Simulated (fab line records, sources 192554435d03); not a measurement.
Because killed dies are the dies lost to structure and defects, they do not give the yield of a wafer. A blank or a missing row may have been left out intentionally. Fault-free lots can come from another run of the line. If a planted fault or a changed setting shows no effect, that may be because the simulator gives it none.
Matching of chambers -- flow n5 finfet -- 4 sister chambers for N5_BEOL_M2_ETCH_77 on rie diel-04
The step etches underlayer in N2/H2, target depth 6.5 nm, time 5.2 s. 4 wafers are shown with their chamber, then 7 later ones without.

## EACH WAFER AND ITS CHAMBER
wafer,chamber,showerhead plenum p Torr (Torr)
L076.2,1,2.40
L076.5,0,2.51
L079.4,2,2.45
L083.5,3,2.61

## WAFERS MISSING THEIR CHAMBER
wafer,showerhead plenum p Torr (Torr)
L083.6,2.71
L084.2,2.61
L084.3,2.71
L084.6,2.61
L086.1,2.71
L086.2,2.44
L086.5,2.50

## WHICH CHAMBER EACH ONE RAN IN
wafer,from the rows above,in truth
L083.6,can't be placed: 3 or 0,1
L084.2,can't be placed: 3 or 0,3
L084.3,can't be placed: 3 or 0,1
L084.6,can't be placed: 3 or 0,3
L086.1,can't be placed: 3 or 0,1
L086.2,can't be placed: 2 or 1 or 0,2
L086.5,can't be placed: 0 or 2 or 1 or 3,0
0 of 7 placed correctly. Cannot be placed on the basis of these rows: 7; the candidates contain the true chamber in 4. Number placed wrongly: 0.
How it was worked out, from the rows above alone: a wafer's distance from a chamber is the root of the sum, over the readings, of the square of ((its reading less the chamber's mean) divided by the reading's scatter). If the next closest chamber is less than 2 further off than the closest, the wafer can't be placed; otherwise it belongs to the closest. For every chamber, the mean is computed from those of its wafers that are shown. The scatter (one wafer shown for each chamber): square how far every hidden wafer sits from the nearest shown wafer, average those squares and take the square root.
